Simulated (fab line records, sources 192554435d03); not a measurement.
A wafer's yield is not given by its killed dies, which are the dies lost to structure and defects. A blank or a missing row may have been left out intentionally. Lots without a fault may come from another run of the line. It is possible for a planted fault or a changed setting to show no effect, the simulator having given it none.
fab line records    flow n5_finfet
record lots=7  wafers=21
route steps=1938 shown SD_EPI_N@268 SD_EPI_P@321 SD_ACTIVATION@331 HKMG_FIN@424 GATE_CUT@469 MOL_CONTACT_COAG@608 BEOL_M0_SAQP@633
start_h: start of the lot's first displayed wafer, in hours after the record's first day    wait_h: hours since the lot's step before    " repeats the value in the row above    L1.1+2: one row covering several wafers at once    - no value present, or no start provided    * or withheld: withheld    < > ~ a bound
route shown NAME@n: names a module that has steps shown in the file, with the first one's number in the route    usual: average and standard deviation across the fault-free wafers    same: alike in all rows    chamber/n: place in a boat    sites: the reading at each site    _std_site: how widely they spread, as a standard deviation    _edge_site: outer sites' mean less inner sites'    radius_mm: how far each site lies from the wafer's centre    mask NAME#n: copy n    behind: the tool/chamber that last shaped the wafer    hold: the reason the lot was held/the length of the hold in hours/how it ended    device: whichever transistor did not switch (one of n, p or np)    end of line: the same wafers' tests at the end of the route    for a step that has no rows: nothing shown but its recipe    killed: count of dies lost to structure and defects at first sort (not the wafer's yield)    map: a wafer's dies, marking killed ones x, the rest . and places with no die _
set.NAME: setting as actually run; set.NAME@STEP: the setting as run at that earlier step    model.NAME: the simulator's own value behind a step, which no gauge read
lots run with intentionally changed settings; tables by step, rows by wafer
## steps
# step N5_SD_EPI_N_PEB_07
# recipe peb_temp_c=110  peb_time_s=60  resist=CAR-ArF-block
lot.wafer   tool            chamber  start_h  wait_h  set.peb_temp_c
L075.2      litho_track-02  0        56.39    0.0     112
L075.3+6    "               0        "        "       110
L076.3+4+5  litho_track-05  0        61.16    0.0     110
L080.2      litho_track-04  0        84.58    0.0     112
L080.5+6    "               0        "        "       110
L081.2+5+6  litho_track-02  0        91.47    0.0     110
L084.3+5+6  litho_track-04  0        111.24   0.0     110
L085.2+3+5  litho_track-04  0        115.78   0.0     110
L093.1      litho_track-05  0        163.20   0.1     110
L093.3+5    "               0        "        "       113.6
# step N5_SD_EPI_N_DEVELOP_08
# recipe develop_time_s=30  developer=TMAH  resist=CAR-ArF-block  dev_temp_c=23  rinse_liquid=diw  dry=air_spin
# step N5_SD_EPI_N_CD_MEAS_09
# recipe target_cd_nm=120  landing_energy_ev=500  detector=se_inlens
# usual cd_nm=120.0/0.73
lot.wafer  tool       chamber  start_h  wait_h  set.peb_temp_c@SD_EPI_N_PEB_07  cd_nm
L075.2     cd_sem-03  0        56.46    -       112                             126.1
L075.3     "          0        "        "       110                             121.6
L075.6     "          0        "        "       110                             121.2
L076.3     cd_sem-01  0        61.23    -       110                             119.7
L076.4     "          0        "        "       110                             120.1
L076.5     "          0        "        "       110                             120.4
L080.2     cd_sem-01  0        84.65    -       112                             125.0
L080.5     "          0        "        "       110                             120.8
L080.6     "          0        "        "       110                             120.8
L081.2     cd_sem-03  0        91.53    -       110                             120.2
L081.5     "          0        "        "       110                             121.2
L081.6     "          0        "        "       110                             122.0
L084.3     cd_sem-03  0        111.31   -       110                             120.5
L084.5     "          0        "        "       110                             120.4
L084.6     "          0        "        "       110                             120.9
L085.2     cd_sem-03  0        115.85   -       110                             119.0
L085.3     "          0        "        "       110                             119.8
L085.5     "          0        "        "       110                             119.0
L093.1     cd_sem-01  0        163.27   -       110                             119.9
L093.3     "          0        "        "       113.6                           128.4
L093.5     "          0        "        "       113.6                           128.5
# step N5_SD_EPI_N_DESCUM_14
# recipe chemistry=O2  time_s=7.9  source_power_w=50  bias_power_w=20  pressure_mtorr=20  rf_frequency_hz=2.712e+07  temp_c=40  resist=CAR-ArF-block  o2_flow_sccm=225
lot.wafer  tool         chamber  start_h  wait_h  set.peb_temp_c@SD_EPI_N_PEB_07  model.SD_EPI_N.cd_nm
L075.2     rie_diel-01  0        56.81    0.3     112                             126.2
L075.3     "            2        "        "       110                             121.6
L075.6     "            2        "        "       110                             121.2
L076.3+4   rie_diel-03  0        61.49    0.2     110                             119.8
L076.5     "            3        "        "       110                             120.6
L080.2     rie_diel-05  3        84.74    0.0     112                             125
L080.5     "            0        "        "       110                             121
L080.6     "            1        "        "       110                             120.8
L081.2     rie_diel-05  2        91.62    0.0     110                             120.2
L081.5     "            1        "        "       110                             121.2
L081.6     "            0        "        "       110                             121.4
L084.3     rie_diel-03  1        111.66   0.3     110                             120.6
L084.5     "            2        "        "       110                             120.4
L084.6     "            1        "        "       110                             120.8
L085.2+5   rie_diel-03  1,2      115.93   0.0     110                             119.2
L085.3     "            2        "        "       110                             119.8
L093.1     rie_diel-05  0        163.36   0.0     110                             119.8
L093.3     "            2        "        "       113.6                           128.4
L093.5     "            2        "        "       113.6                           128.6
# step N5_SD_EPI_N_ETCH_34
# recipe chemistry=CF4  target=SiARC  target_depth_a=455  mask_material=CAR-ArF-block  time_s=75.8  ion_energy_ev=80  pressure_mtorr=40  source_w=545  bias_w=36  Ar_flow_sccm=100  cf4_flow_sccm=100  ends=cleared
lot.wafer  tool         chamber  start_h  wait_h  set.spin_rpm@SD_EPI_N_COAT_33  model.etch.depth_nm  model.CAR-ArF-block_of_SD_EPI_N_COAT_03.thk_nm
L075.2     rie_diel-01  0        56.84    0.0     1500                           35.08                111.2
L075.3     "            2        "        "       1500                           35.11                111.2
L075.6     "            2        "        "       1556                           34.45                111.6
L076.3     rie_diel-03  0        61.52    0.0     1500                           35.03                111.6
L076.4     "            0        "        "       1617                           33.67                112.8
L076.5     "            3        "        "       1500                           35.13                111
L080.2     rie_diel-05  3        84.77    0.0     1500                           35.06                111.2
L080.5     "            0        "        "       1500                           35.07                111
L080.6     "            1        "        "       1500                           35.13                110.8
L081.2     rie_diel-05  2        91.66    0.0     1500                           35.11                110.6
L081.5     "            1        "        "       1500                           35.05                110.6
L081.6     "            0        "        "       1500                           35.18                110.6
L084.3     rie_diel-03  1        111.69   0.0     1500                           35.12                110.8
L084.5     "            2        "        "       1500                           35.02                111.2
L084.6     "            1        "        "       1500                           35.11                111.4
L085.2     rie_diel-03  1        115.97   0.0     1575                           34.23                111.8
L085.3     "            2        "        "       1500                           35.02                110.8
L085.5     "            2        "        "       1575                           34.24                111.8
L093.1     rie_diel-05  0        163.39   0.0     1500                           34.97                110.8
L093.3     "            2        "        "       1376                           36.61                109
L093.5     "            2        "        "       1500                           35.12                110.2
# step N5_SD_EPI_N_ETCH_35
# recipe chemistry=N2/H2  target=SOC  overetch_a=1080  mask_material=SiARC  temp_c=40  ion_energy_ev=100  source_w=3000  bias_w=133  pressure_mtorr=20  time_s=486  n2_flow_sccm=200  h2_flow_sccm=200
lot.wafer  tool         chamber  start_h  wait_h  set.peb_temp_c@SD_EPI_N_PEB_07  model.SD_EPI_N.cd_nm
L075.2     rie_diel-01  0        56.90    0.0     112                             125.8
L075.3     "            2        "        "       110                             122.6
L075.6     "            2        "        "       110                             121.2
L076.3     rie_diel-03  0        61.58    0.0     110                             120.8
L076.4     "            0        "        "       110                             120
L076.5     "            3        "        "       110                             120.2
L080.2     rie_diel-05  3        84.83    0.0     112                             125.4
L080.5     "            0        "        "       110                             121.2
L080.6     "            1        "        "       110                             119.4
L081.2+6   rie_diel-05  2,0      91.71    0.0     110                             121.2
L081.5     "            1        "        "       110                             119.8
L084.3     rie_diel-03  1        111.75   0.0     110                             120.2
L084.5     "            2        "        "       110                             119
L084.6     "            1        "        "       110                             120
L085.2     rie_diel-03  1        116.02   0.0     110                             120
L085.3     "            2        "        "       110                             119.6
L085.5     "            2        "        "       110                             119.4
L093.1     rie_diel-05  0        163.45   0.0     110                             119
L093.3     "            2        "        "       113.6                           128.6
L093.5     "            2        "        "       113.6                           129
# step N5_SD_EPI_N_STRIP_36
# recipe chemistry=N2/H2  temp_c=40  n2_flow_sccm=200  h2_flow_sccm=200  rf_frequency_hz=6e+07
# step N5_SD_EPI_N_ETCHBACK_44
# recipe chemistry=CH3F/O2  mode=anisotropic_etchback  target=SiNx  target_depth_a=145  stop_on=SiO2  over_etch_frac=0.3  ion_energy_ev=120  pressure_mtorr=30  source_w=395  bias_w=73  Ar_flow_sccm=150  CH3F_flow_sccm=30  O2_flow_sccm=20
lot.wafer  tool         chamber  start_h  wait_h  set.spin_rpm@SD_EPI_N_COAT_33  model.SiARC_of_SD_EPI_N_COAT_33.thk_nm
L075.2     rie_diel-01  0        57.22    0.0     1500                           15.6
L075.3     "            2        "        "       1500                           16.4
L075.6     "            2        "        "       1556                           15.8
L076.3     rie_diel-03  0        61.90    0.0     1500                           16.2
L076.4     "            0        "        "       1617                           15
L076.5     "            3        "        "       1500                           16
L080.2     rie_diel-05  3        85.15    0.0     1500                           15.8
L080.5     "            0        "        "       1500                           16.4
L080.6     "            1        "        "       1500                           16.2
L081.2     rie_diel-05  2        92.04    0.0     1500                           16.6
L081.5     "            1        "        "       1500                           16
L081.6     "            0        "        "       1500                           16.2
L084.3+6   rie_diel-03  1        112.08   0.0     1500                           15.4
L084.5     "            2        "        "       1500                           15.2
L085.2     rie_diel-03  1        116.35   0.0     1575                           14.4
L085.3     "            2        "        "       1500                           15.6
L085.5     "            2        "        "       1575                           14.8
L093.1     rie_diel-05  0        163.77   0.0     1500                           16.4
L093.3     "            2        "        "       1376                           18.4
L093.5     "            2        "        "       1500                           16.8
# step N5_SD_EPI_P_EPI_21
# recipe material=SiGe:B  dopant=B  temp_c=550  pressure_torr=20  ambient=H2  time_s=355
lot.wafer  tool          chamber  start_h  wait_h  set.temp_c  model.SiGe-B_of_SD_EPI_P_EPI_21.thk_nm
L075.2     epi_rpcvd-01  0        63.13    0.6     546.9       57.6
L075.3+6   "             0        "        "       550         61.6
L076.3     epi_rpcvd-02  0        68.77    0.8     550         59.2
L076.4     "             0        "        "       553.8       66.2
L076.5     "             0        "        "       550         60.2
L080.2     epi_rpcvd-01  0        90.92    0.5     550         62
L080.5     "             0        92.00    1.5     550         62.2
L080.6     "             0        "        "       554         67.6
L081.2     epi_rpcvd-01  0        99.16    0.5     550         62
L081.5     "             0        100.24   1.5     550         62.2
L081.6     "             0        "        "       550         61
L084.3     epi_rpcvd-04  0        119.31   1.1     550         59.4
L084.5     "             0        "        "       550         59.8
L084.6     "             0        "        "       550         60
L085.2     epi_rpcvd-02  0        123.00   0.5     547.4       57.4
L085.3     "             0        "        "       550         60.6
L085.5     "             0        "        "       550         60.2
L093.1     epi_rpcvd-02  0        169.75   0.1     550         60.8
L093.3     "             0        "        "       550         60.4
L093.5     "             0        "        "       550         61.4
# step N5_SD_EPI_P_EPI_MEAS_23
# recipe mode=xrd
# usual thk_nm=61.0/1.2
lot.wafer  tool           chamber  start_h  wait_h  set.temp_c@SD_EPI_P_EPI_21  thk_nm
L075.2     film_metro-02  -        65.57    2.0     546.9                       58.2
L075.3     "              -        "        "       550                         61.4
L075.6     "              -        "        "       550                         61.2
L076.3     film_metro-02  -        70.25    1.1     550                         58.7
L076.4     "              -        "        "       553.8                       64.4
L076.5     "              -        "        "       550                         59.4
L080.2     film_metro-02  -        92.76    1.5     550                         61.7
L080.5     "              -        "        "       550                         61.5
L080.6     "              -        "        "       554                         65.2
L081.2     film_metro-01  -        101.00   1.5     550                         62.2
L081.5     "              -        "        "       550                         62.0
L081.6     "              -        "        "       550                         60.9
L084.3     film_metro-01  -        121.27   1.5     550                         58.1
L084.5     "              -        "        "       550                         61.1
L084.6     "              -        "        "       550                         58.9
L085.2     film_metro-02  -        124.84   1.5     547.4                       57.5
L085.3     "              -        "        "       550                         61.3
L085.5     "              -        "        "       550                         61.8
L093.1     film_metro-02  -        171.95   1.8     550                         59.4
L093.3     "              -        "        "       550                         61.2
L093.5     "              -        "        "       550                         61.7
# step N5_SD_EPI_P_HM_STRIP_48
# recipe chemistry=H3PO4  temp_c=160  material=SiNx  target=SiNx  target_depth_a=30  overetch_fraction=0.3
lot.wafer  tool          chamber  start_h  wait_h  set.temp_c@SD_EPI_P_EPI_21  model.SiGe-B_of_SD_EPI_P_EPI_21.thk_nm
L075.2     wet_bench-05  4        65.60    0.0     546.9                       57.4
L075.3     "             1        "        "       550                         61.2
L075.6     "             6        "        "       550                         61.4
L076.3     wet_bench-01  7        70.28    0.0     550                         59
L076.4     "             5        "        "       553.8                       66
L076.5     "             1        "        "       550                         59.8
L080.2     wet_bench-01  3        92.80    0.0     550                         61.6
L080.5     "             7        "        "       550                         61.8
L080.6     "             0        "        "       554                         67.4
L081.2+5   wet_bench-05  7,3      101.03   0.0     550                         61.8
L081.6     "             6        "        "       550                         60.6
L084.3     wet_bench-02  1        121.31   0.0     550                         59
L084.5+6   "             5,4      "        "       550                         59.6
L085.2     wet_bench-05  3        124.87   0.0     547.4                       57
L085.3     "             5        "        "       550                         60.4
L085.5     "             4        "        "       550                         60
L093.1     wet_bench-02  3        171.99   0.0     550                         60.6
L093.3     "             1        "        "       550                         60.2
L093.5     "             6        "        "       550                         61
# step N5_SD_ACTIVATION_LSA_01
# recipe temp_c=1080  time_s=0.0008  ambient=N2
# usual wafer_temp_C_max=1085.0/1.1
lot.wafer  tool             chamber  start_h  wait_h  set.temp_c  wafer_temp_C_max
L075.2     laser_anneal-01  0        66.00    0.2     1080        1086.6
L075.3     "                0        "        "       1080        1084.6
L075.6     "                0        "        "       1067        1070.9
L076.3     laser_anneal-01  0        70.98    0.2     1080        1085.3
L076.4     "                0        "        "       1080        1084.4
L076.5     "                0        "        "       1048        1051.8
L080.2     laser_anneal-01  0        93.19    0.2     1055        1058.8
L080.5     "                0        "        "       1055        1059.9
L080.6     "                0        "        "       1080        1083.7
L081.2     laser_anneal-02  0        101.44   0.2     1080        1087.4
L081.5     "                0        "        "       1080        1086.2
L081.6     "                0        "        "       1080        1089.1
L084.3     laser_anneal-02  0        121.73   0.2     1080        1086.3
L084.5     "                0        "        "       1080        1087.8
L084.6     "                0        "        "       1080        1085.1
L085.2     laser_anneal-01  0        125.28   0.2     1080        1082.9
L085.3     "                0        "        "       1050        1054.0
L085.5     "                0        "        "       1050        1055.4
L093.1     laser_anneal-01  0        172.48   0.2     1080        1084.2
L093.3     "                0        "        "       1080        1085.2
L093.5     "                0        "        "       1080        1085.1
# step N5_HKMG_FIN_COAT_06
# recipe resist=CAR-ArF  spin_rpm=1500  resist_thk_nm=90
lot.wafer  tool            chamber  start_h  wait_h  set.spin_rpm  model.CAR-ArF_of_HKMG_FIN_COAT_06.thk_nm
L075.2+3   litho_track-04  0        -        -       1500          90.4
L075.6     "               0        "        "       1630          86.8
L076.3     litho_track-01  0        -        -       1500          89.6
L076.4     "               0        "        "       1500          90.2
L076.5     "               0        "        "       1500          89.8
L080.2     litho_track-04  0        -        -       1372          94
L080.5     "               0        "        "       1500          89.8
L080.6     "               0        "        "       1372          94.2
L081.2+6   litho_track-01  0        -        -       1500          90
L081.5     "               0        "        "       1500          89.8
L084.3     litho_track-01  0        -        -       1500          89.6
L084.5     "               0        "        "       1500          89.8
L084.6     "               0        "        "       1500          90
L085.2+5   litho_track-04  0        -        -       1351          94.4
L085.3     "               0        "        "       1500          89.6
L093.1     litho_track-04  0        -        -       1644          86
L093.3     "               0        "        "       1644          86.2
L093.5     "               0        "        "       1500          90.2
# step N5_HKMG_FIN_DEVELOP_11
# recipe develop_time_s=30  developer=TMAH  resist=CAR-ArF  dev_temp_c=23  rinse_liquid=diw  dry=air_spin
lot.wafer  tool            chamber  start_h  wait_h  set.develop_time_s  set.spin_rpm@HKMG_FIN_COAT_06  model.CAR-ArF_of_HKMG_FIN_COAT_06.thk_nm
L075.2     litho_track-05  0        -        -       30                  1500                           88.6
L075.3     "               0        "        "       23.79               1500                           89
L075.6     "               0        "        "       30                  1630                           85
L076.3     litho_track-04  0        -        -       30                  1500                           88
L076.4     "               0        "        "       27.81               1500                           88.4
L076.5     "               0        "        "       27.81               1500                           88.2
L080.2     litho_track-01  0        -        -       30                  1372                           92.4
L080.5     "               0        "        "       27.14               1500                           88.2
L080.6     "               0        "        "       30                  1372                           92.6
L081.2+5   litho_track-05  0        -        -       30                  1500                           88.2
L081.6     "               0        "        "       30                  1500                           88.4
L084.3     litho_track-01  0        -        -       30                  1500                           87.8
L084.5     "               0        "        "       30                  1500                           88
L084.6     "               0        "        "       30                  1500                           88.2
L085.2+5   litho_track-04  0        -        -       34.21               1351                           92.6
L085.3     "               0        "        "       34.21               1500                           87.8
L093.1+3   litho_track-05  0        -        -       30                  1644                           84.4
L093.5     "               0        "        "       30                  1500                           88.6
# step N5_GATE_CUT_ETCH_58
# recipe chemistry=CH3F/O2  target=SiNx  target_depth_a=170  time_s=128.6  ion_energy_ev=50  pressure_mtorr=30  source_w=415  bias_w=21  Ar_flow_sccm=150  CH3F_flow_sccm=30  O2_flow_sccm=20
# usual rf_vpp_V=99.3/0.97
lot.wafer  tool         chamber  start_h  wait_h  set.source_w  rf_vpp_V  model.etch.depth_nm
L075.2     rie_diel-02  2        89.07    0.0     415           97.4      16.82
L075.3     "            1        "        "       369.3         103.0     16.6
L075.6     "            3        "        "       369.3         104.3     16.74
L076.3     rie_diel-02  1        93.79    0.0     351           105.7     15.95
L076.4     "            1        "        "       415           100.6     16.94
L076.5     "            3        "        "       415           99.5      17.2
L080.2     rie_diel-06  3        115.35   0.1     376.6         103.7     16.25
L080.5     "            3        "        "       415           100.2     16.82
L080.6     "            2        "        "       415           101.2     16.78
L081.2     rie_diel-06  3        122.26   0.0     391.6         102.2     16.17
L081.5     "            3        "        "       391.6         102.3     16.31
L081.6     "            2        "        "       415           101.4     16.57
L084.3     rie_diel-04  0        144.70   0.0     415           97.0      17.13
L084.5     "            3        "        "       415           99.1      17.36
L084.6     "            2        "        "       415           99.6      17.1
L085.2     rie_diel-06  2        149.08   0.0     415           99.4      16.65
L085.3     "            1        "        "       468           96.6      17.58
L085.5     "            2        "        "       415           99.0      16.68
L093.1     rie_diel-02  0        194.73   0.3     415           99.4      17.18
L093.3     "            1        "        "       415           99.2      16.92
L093.5     "            1        "        "       415           97.9      16.9
# step N5_MOL_CONTACT_COAG_ALD_133
# recipe material=SiO2  target_thk_a=50  temp_c=100  ald_precursor_family=BDEAS  ald_co_reactant=O2-plasma  pulse_time_s=1  co_reactant_pulse_time_s=1  purge_time_s=2  co_reactant_purge_time_s=2  ald_cycles=35  pressure_torr=2
lot.wafer   tool        chamber  start_h  wait_h  set.ald_cycles  model.SiO2_of_MOL_CONTACT_COAG_ALD_133.thk_nm
L075.2      ald_sin-04  1        110.76   0.1     40              5.6
L075.3      "           2        "        "       35              5
L075.6      "           0        "        "       40              5.8
L076.3+5    ald_sin-03  0,1      112.85   0.1     39              5.6
L076.4      "           3        "        "       35              5
L080.2+5+6  ald_sin-04  2,3,0    135.18   0.1     35              5
L081.2+6    ald_sin-02  1,0      141.05   0.1     38              5.4
L081.5      "           1        "        "       35              5
L084.3+5+6  ald_sin-04  2,3,2    164.01   0.1     35              5
L085.2+3+5  ald_sin-03  0,3,2    169.68   0.1     35              5
L093.1      ald_sin-03  0        214.20   0.1     35              5
L093.3+5    "           3,2      "        "       38              5.4
# step N5_MOL_CONTACT_COAG_ETCHBACK_136
# recipe chemistry=CHF3  target=SiO2  target_depth_a=250  time_s=16.7  ion_energy_ev=200  pressure_mtorr=30  source_w=610  bias_w=170  Ar_flow_sccm=200  CHF3_flow_sccm=50
lot.wafer   tool         chamber  start_h  wait_h  set.target_depth_a
L075.2+3+6  rie_diel-01  0,3,0    111.06   0.0     250
L076.3+5    rie_diel-03  3        113.15   0.0     271.3
L076.4      "            2        "        "       250
L080.2+5    rie_diel-05  2,3      135.52   0.0     264.2
L080.6      "            2        "        "       250
L081.2      rie_diel-05  3        141.37   0.0     250
L081.5+6    "            1,0      "        "       281.9
L084.3+5+6  rie_diel-05  0,3,2    164.41   0.0     250
L085.2+3+5  rie_diel-03  1,3,2    169.98   0.0     250
L093.1      rie_diel-03  1        214.50   0.0     217.1
L093.3+5    "            3,1      "        "       250
# step N5_MOL_CONTACT_COAG_STRIP_120
# recipe chemistry=CHF3  resist=SiARC  rf_frequency_hz=6e+07
# step N5_MOL_CONTACT_COAG_VIA_ETCH_117
# recipe chemistry=C4F6/O2  target_depth_a=400  overetch_a=80  mask_material=SOC  target=SiO2  bias_w=455  pressure_mtorr=10  time_s=26  source_w=325  Ar_flow_sccm=300  C4F6_flow_sccm=10  O2_flow_sccm=10  ion_energy_ev=575.3  ends=end_point
lot.wafer  tool         chamber  start_h  wait_h  set.target_depth_a@MOL_CONTACT_COAG_ETCHBACK_136  model.MOL_CONTACT_COAG.feature_depth_nm  model.etch.depth_nm
L075.2     rie_diel-01  0        111.09   0.0     250                                               39                                       38.93
L075.3     "            3        "        "       250                                               39.2                                     39.3
L075.6     "            0        "        "       250                                               39                                       39.04
L076.3     rie_diel-03  3        113.19   0.0     271.3                                             38                                       37.98
L076.4     "            2        "        "       250                                               39.6                                     39.59
L076.5     "            3        "        "       271.3                                             37.8                                     37.79
L080.2     rie_diel-05  2        135.56   0.0     264.2                                             39.4                                     39.48
L080.5     "            3        "        "       264.2                                             38.6                                     38.61
L080.6     "            2        "        "       250                                               40.6                                     40.69
L081.2     rie_diel-05  3        141.41   0.0     250                                               40.2                                     40.11
L081.5     "            1        "        "       281.9                                             36.6                                     36.7
L081.6     "            0        "        "       281.9                                             37.4                                     37.37
L084.3     rie_diel-05  0        164.44   0.0     250                                               40.2                                     40.12
L084.5     "            3        "        "       250                                               40                                       39.95
L084.6     "            2        "        "       250                                               40.6                                     40.57
L085.2     rie_diel-03  1        170.02   0.0     250                                               39.8                                     39.71
L085.3     "            3        "        "       250                                               39.8                                     39.79
L085.5     "            2        "        "       250                                               39.2                                     39.18
L093.1     rie_diel-03  1        214.53   0.0     217.1                                             42.8                                     42.8
L093.3     "            3        "        "       250                                               40                                       39.97
L093.5     "            1        "        "       250                                               39.4                                     39.36
# step N5_BEOL_M0_SAQP_ILD_DEP_01
# recipe material=SiOC  target_thk_a=454.19  temp_c=350  precursor=DEMS/O2  pressure_torr=5  rf_w=500  time_s=8.7
lot.wafer  tool      chamber  start_h  wait_h  set.time_s  model.SiOC_of_BEOL_M0_SAQP_ILD_DEP_01.thk_nm
L075.2     pecvd-02  1        115.60   0.0     8.7         44.2
L075.3     "         0        "        "       8.7         44.4
L075.6     "         0        "        "       8.7         45.6
L076.3     pecvd-03  1        118.64   0.0     7.673       39.4
L076.4     "         0        "        "       8.7         44.8
L076.5     "         1        "        "       8.7         44.6
L080.2+5   pecvd-02  2,0      140.08   0.0     8.7         45.6
L080.6     "         2        "        "       7.828       42
L081.2     pecvd-01  1        145.93   0.0     9.918       52
L081.5     "         1        "        "       8.7         45.8
L081.6     "         0        "        "       8.7         46
L084.3     pecvd-01  1        168.95   0.0     8.7         45.2
L084.5     "         1        "        "       8.7         45.8
L084.6     "         0        "        "       8.7         46.8
L085.2     pecvd-01  1        174.52   0.0     8.7         44.4
L085.3     "         2        "        "       8.7         44.8
L085.5     "         1        "        "       7.682       40
L093.1     pecvd-02  2        219.21   0.0     9.771       51
L093.3     "         1        "        "       9.771       50.6
L093.5     "         0        "        "       8.7         45.6
## key
split step=N5_SD_EPI_N_PEB_07  setting=peb_temp_c  stated=110  by=wafer
response step=N5_SD_EPI_N_CD_MEAS_09  reading=cd_nm  change=+2.54  per=1%  r=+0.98
response step=N5_SD_EPI_N_DESCUM_14  reading=model.SD_EPI_N.cd_nm  change=+2.58  per=1%  r=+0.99
response step=N5_SD_EPI_N_ETCH_35  reading=model.SD_EPI_N.cd_nm  change=+2.8  per=1%  r=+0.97
split step=N5_SD_EPI_P_EPI_21  setting=temp_c  stated=550  by=wafer
response step=N5_SD_EPI_P_EPI_21  reading=model.SiGe-B_of_SD_EPI_P_EPI_21.thk_nm  change=+7.86  per=1%  r=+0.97
response step=N5_SD_EPI_P_EPI_MEAS_23  reading=thk_nm  change=*  per=1%  r=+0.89
response step=N5_SD_EPI_P_HM_STRIP_48  reading=model.SiGe-B_of_SD_EPI_P_EPI_21.thk_nm  change=+8.02  per=1%  r=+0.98
split step=N5_SD_ACTIVATION_LSA_01  setting=temp_c  stated=1080  by=wafer
response step=N5_SD_ACTIVATION_LSA_01  reading=wafer_temp_C_max  change=*  per=1%  r=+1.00
split step=N5_HKMG_FIN_COAT_06  setting=spin_rpm  stated=1500  by=wafer
response step=N5_HKMG_FIN_COAT_06  reading=model.CAR-ArF_of_HKMG_FIN_COAT_06.thk_nm  change=-0.457  per=1%  r=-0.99
response step=N5_HKMG_FIN_DEVELOP_11  reading=model.CAR-ArF_of_HKMG_FIN_COAT_06.thk_nm  change=-0.465  per=1%  r=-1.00
split step=N5_HKMG_FIN_DEVELOP_11  setting=develop_time_s  stated=30  by=wafer
response none clear
split step=N5_GATE_CUT_ETCH_58  setting=source_w  stated=415  by=wafer
response step=N5_GATE_CUT_ETCH_58  reading=rf_vpp_V  change=-0.344  per=1%  r=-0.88
response step=N5_GATE_CUT_ETCH_58  reading=model.etch.depth_nm  change=+0.0589  per=1%  r=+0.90
split step=N5_MOL_CONTACT_COAG_ALD_133  setting=ald_cycles  stated=35  by=wafer
response step=N5_MOL_CONTACT_COAG_ALD_133  reading=model.SiO2_of_MOL_CONTACT_COAG_ALD_133.thk_nm  change=+0.0492  per=1%  r=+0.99
split step=N5_MOL_CONTACT_COAG_ETCHBACK_136  setting=target_depth_a  stated=250  by=wafer
response step=N5_MOL_CONTACT_COAG_VIA_ETCH_117  reading=model.MOL_CONTACT_COAG.feature_depth_nm  change=-0.239  per=1%  r=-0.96
response step=N5_MOL_CONTACT_COAG_VIA_ETCH_117  reading=model.etch.depth_nm  change=-0.237  per=1%  r=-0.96
split step=N5_BEOL_M0_SAQP_ILD_DEP_01  setting=time_s  stated=8.7  by=wafer
response step=N5_BEOL_M0_SAQP_ILD_DEP_01  reading=model.SiOC_of_BEOL_M0_SAQP_ILD_DEP_01.thk_nm  change=+0.417  per=1%  r=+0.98
split outside_this_file step=N5_SD_EPI_N_COAT_33 setting=spin_rpm
# split outside_this_file: this setting was split too, and the file shows its column; the key of that split is in another file
